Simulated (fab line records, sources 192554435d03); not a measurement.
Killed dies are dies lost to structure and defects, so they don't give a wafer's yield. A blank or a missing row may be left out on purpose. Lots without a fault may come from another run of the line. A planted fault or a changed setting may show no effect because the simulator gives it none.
Chamber matching | flow n5_finfet | N5_FIN_SAQP_STRIP_77 on rie_diel-05: 4 sister chambers
The step strips in N2/H2, time 90 s. 8 wafers are shown with their chamber, then 7 later ones without.

WAFERS WITH THEIR CHAMBER
wafer  | chamber | drypump_motor_current_A (A) | showerhead_plenum_p_Torr (Torr)
L612.1 | 1       | 5.8                         | 3.57
L616.1 | 1       | 5.8                         | 3.57
L618.3 | 2       | 5.1                         | 3.51
L619.2 | 3       | 5.7                         | 3.58
L619.3 | 0       | 6.6                         | 3.34
L619.5 | 3       | 5.7                         | 3.58
L624.2 | 2       | 5.2                         | 3.50
L624.3 | 0       | 6.6                         | 3.34

WAFERS WITHOUT THEIR CHAMBER
wafer  | drypump_motor_current_A (A) | showerhead_plenum_p_Torr (Torr)
L624.5 | 5.7                         | 3.56
L625.2 | 5.1                         | 3.50
L625.3 | 5.7                         | 3.57
L625.5 | 5.7                         | 3.56
L626.1 | 5.7                         | 3.55
L626.2 | 5.1                         | 3.50
L626.3 | 5.7                         | 3.57

WHICH CHAMBER EACH WENT THROUGH
wafer  | from the rows above     | in truth
L624.5 | can't be placed: 1 or 3 | 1
L625.2 | 2                       | 2
L625.3 | can't be placed: 1 or 3 | 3
L625.5 | can't be placed: 1 or 3 | 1
L626.1 | 1                       | 1
L626.2 | 2                       | 2
L626.3 | can't be placed: 1 or 3 | 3
Placed correctly: 3 of 7. Can't be placed from these rows: 4 (the true chamber is among the candidates in 4). Placed wrongly: 0.
How it was worked out, from the rows above alone: a wafer's distance from a chamber is the root of the sum, over the readings, of the square of ((its reading less the chamber's mean) divided by the reading's scatter). The wafer belongs to the nearest chamber; if the next one is less than 2 further off, it can't be placed. A chamber's mean is the mean of its shown wafers. The scatter: the root of (the sum of the squares of (reading less its chamber's mean) over the shown wafers, divided by (wafers less chambers)).
